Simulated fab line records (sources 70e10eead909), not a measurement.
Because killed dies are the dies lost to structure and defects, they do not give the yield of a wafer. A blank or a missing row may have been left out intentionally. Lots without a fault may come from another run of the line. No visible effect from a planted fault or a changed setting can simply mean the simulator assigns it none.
Chamber matching ; flow nand harc ; NHARC_A_CHANNEL_FILL_D1_ALD_02 on ald hk-03: 4 sister chambers
The step deposits SiO2, target thk 6 nm, pulse time 10 s, ald cycles 60. 4 wafers are shown with their chamber, then 11 later ones without.

EACH WAFER AND ITS CHAMBER
wafer;chamber;heater power w (W)
L090.4;0;462
L091.3;1;409
L091.4;3;555
L093.1;2;531

WAFERS MISSING THEIR CHAMBER
wafer;heater power w (W)
L093.5;555
L093.6;574
L094.1;555
L094.3;406
L094.6;554
L095.1;555
L095.4;538
L095.5;549
L096.2;531
L096.4;419
L096.5;414

CHAMBER TAKEN BY EACH
wafer;from the rows above;in truth
L093.5;3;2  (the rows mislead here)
L093.6;3;3
L094.1;3;3
L094.3;1;1
L094.6;3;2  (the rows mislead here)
L095.1;3;3
L095.4;can't be placed: 2 or 3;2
L095.5;can't be placed: 3 or 2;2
L096.2;2;2
L096.4;1;1
L096.5;1;1
7 of 11 placed correctly. Cannot be placed on the basis of these rows: 2; the candidates contain the true chamber in 2. 2 placed wrongly.
How it was worked out, from the rows above alone: a wafer's distance from a chamber is the root of the sum, over the readings, of the square of ((its reading less the chamber's mean) divided by the reading's scatter). The wafer belongs to the nearest chamber; if the next one is less than 2 further off, it can't be placed. Each chamber's mean is taken over the wafers shown for it. The scatter: root of mean squared gap, hidden wafer to nearest shown wafer, with one shown wafer a chamber.
